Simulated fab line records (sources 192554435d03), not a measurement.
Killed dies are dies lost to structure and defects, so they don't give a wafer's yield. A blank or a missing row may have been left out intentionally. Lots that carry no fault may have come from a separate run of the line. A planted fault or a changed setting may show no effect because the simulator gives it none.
Chamber matching | flow n5 finfet | 4 sister chambers for N5_MOL_CONTACT_COAG_ETCH_48 on rie diel-02
The step etches SiOC in C4F6/O2, target depth 15 nm, overetch 4.5 nm, time 17 s. 4 wafers are shown with their chamber, then 9 later ones without.

EACH WAFER AND ITS CHAMBER
wafer  | chamber | drypump motor current A (A)
L078.6 | 3       | 6.1
L089.1 | 0       | 6.0
L090.5 | 1       | 5.6
L090.6 | 2       | 5.4

WAFERS WHOSE CHAMBER IS MISSING
wafer  | drypump motor current A (A)
L092.3 | 5.6
L092.4 | 6.1
L092.5 | 6.0
L094.1 | 5.3
L094.4 | 6.1
L094.5 | 5.6
L096.2 | 5.4
L096.3 | 5.6
L096.5 | 6.0

EACH ONE'S CHAMBER
wafer  | from the rows above | in truth
L092.3 | 1                   | 1
L092.4 | 3                   | 3
L092.5 | 0                   | 0
L094.1 | 2                   | 2
L094.4 | 3                   | 3
L094.5 | 1                   | 1
L096.2 | 2                   | 2
L096.3 | 1                   | 1
L096.5 | 0                   | 0
9 of 9 placed correctly. From these rows, 0 cannot be placed. Placed wrongly: 0.
How it was worked out, from the rows above alone: a wafer's distance from a chamber is the root of the sum, over the readings, of the square of ((its reading less the chamber's mean) divided by the reading's scatter). If the next closest chamber is less than 2 further off than the closest, the wafer can't be placed; otherwise it belongs to the closest. A chamber's mean is the mean of its shown wafers. The scatter: root of mean squared gap, hidden wafer to nearest shown wafer, with one shown wafer a chamber.
